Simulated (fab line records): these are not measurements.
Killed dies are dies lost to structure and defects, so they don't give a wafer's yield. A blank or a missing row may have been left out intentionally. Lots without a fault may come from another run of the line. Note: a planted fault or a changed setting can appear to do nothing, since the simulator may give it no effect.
A lot that was struck, set against a sound lot    flow n5-finfet    16 out of 1938 route steps
Sound: wafers L753.1, L753.3, L753.5. Wafers L765.2, L765.4, L765.5 were the ones struck. The cause comes at the end.
For every step that has rows: the tool of each side, followed by ch and its chambers, followed by its first start. Under that, the readings that differ: sound wafers    struck wafers    difference of the means    sigmas: that difference in standard deviations of wafers without a fault.
alike: readings with means less than 2 such deviations apart, plus words and numbers identical on both sides. not compared: withheld readings, readings lacking a value on some wafer, bounds such as >300 that could conceal the same value, and numbers that have no deviation in the record and whose values overlap.
The two part at a step that has a row with sigmas, a row that says differs or no value, or rows on one side only. When numbers do not overlap yet have no deviation, they are printed without sigmas and do not part them. Lack of a reading on every wafer of one side parts them only where that side has two or more wafers.

N5_BEOL_M2_STRIP_97: strips in N2/H2, time 10 s.
  sound: rie-diel-06 ch 2,3; struck: rie-diel-01 ch 0,1,3
  alike: drypump-motor-current-A, oes-product-au, rf-vpp-V, showerhead-plenum-p-Torr, throttle-valve-pct
  not compared: rf-hours-counter-h
N5_BEOL_M2_OCD_MEAS_38:
  struck on ocd-02, day 9 21:45; sound on ocd-02, day 6 20:11
  alike: trench-depth-nm
then, 4 steps without rows for these wafers: N5_BEOL_M2_HM_STRIP_39 (strips TiN in peroxide tin strip, target depth 25 nm, time 158 s); N5_BEOL_M2_SRD_40 (time 30 s); N5_BEOL_M2_PRECLEAN_42 (cleans in residue remover, time 60 s); N5_BEOL_M2_SRD_43 (time 30 s).
N5_BEOL_M2_CD_MEAS_35: target cd 18 nm, target cd y 22.2 nm.
  struck on cd-sem-01, day 9 21:55; sound on cd-sem-01, day 6 20:21
  alike: cd-nm
N5_BEOL_M2_DEGAS_44: time 60 s.
  struck on pvd-sputter-01, day 9 22:16; sound on pvd-sputter-03, day 6 20:41
  alike: heater-power-w
then, 1 step without rows for these wafers: N5_BEOL_M2_PRE_CLEAN_45 (time 30 s).
N5_BEOL_M2_ALD_84: deposits TaN, pulse time 2 s, purge time 3 s, co reactant purge time 2 s.
  sound on ald-metal-02 ch 1,2, day 6 20:48; struck on ald-metal-02 ch 0,2,3, day 9 22:22
  alike: heater-power-w, precursor-vessel-pressure-torr
N5_BEOL_M2_SURFACE_TREAT_85:
  struck on pvd-sputter-03, day 9 22:36; sound on pvd-sputter-02, day 6 21:07
  not compared: throttle-valve-pct
then, 1 step without rows for these wafers: N5_BEOL_M2_CVD_47 (deposits Co from CCTBA/H2, target thk 3 nm, time 223.8 s).
N5_BEOL_M2_SPUTTER_48: material Cu, target thk 4.5 nm, time 8.29 s.
  struck on pvd-sputter-01, day 9 22:58; sound on pvd-sputter-01, day 6 21:28
  no value came back on the struck wafers for chamber-pressure-pa (Pa), chuck-gas-flow-sccm (sccm), throttle-valve-pct (%); on the sound wafers chamber-pressure-pa (Pa) reads 0.07005 0.07 0.07023
N5_BEOL_M2_ANNEAL_49: time 240 s.
  struck on pvd-sputter-01, day 9 23:03; sound on pvd-sputter-01, day 6 21:32
  alike: heater-power-w
N5_BEOL_M4_RC_MEAS_101:
  sound on prober-01 ch 0, day 7 23:49; struck on prober-02 ch 0, day 11 01:29
  alike: DIBL_N, DIBL_P, IOFF_N, IOFF_P, ION_N, ION_P, SS_N, SS_P, VT_N, VT_P
-- record jumps: 5 days separate the struck wafers' starts on either side; left off in module BEOL_M4, taken up again in module PASSIVATION, whose first shown step is the route's number 1936 --
N5_PASSIVATION_PROBE_49:
  rows exist in the record for the struck wafers here (prober-02, day 15 14:30), but not for the sound ones

WHERE THEY PART
Last at N5_PASSIVATION_PROBE_49 as far as this record goes, first at N5_BEOL_M2_SPUTTER_48.

WHY: what the simulator had put in
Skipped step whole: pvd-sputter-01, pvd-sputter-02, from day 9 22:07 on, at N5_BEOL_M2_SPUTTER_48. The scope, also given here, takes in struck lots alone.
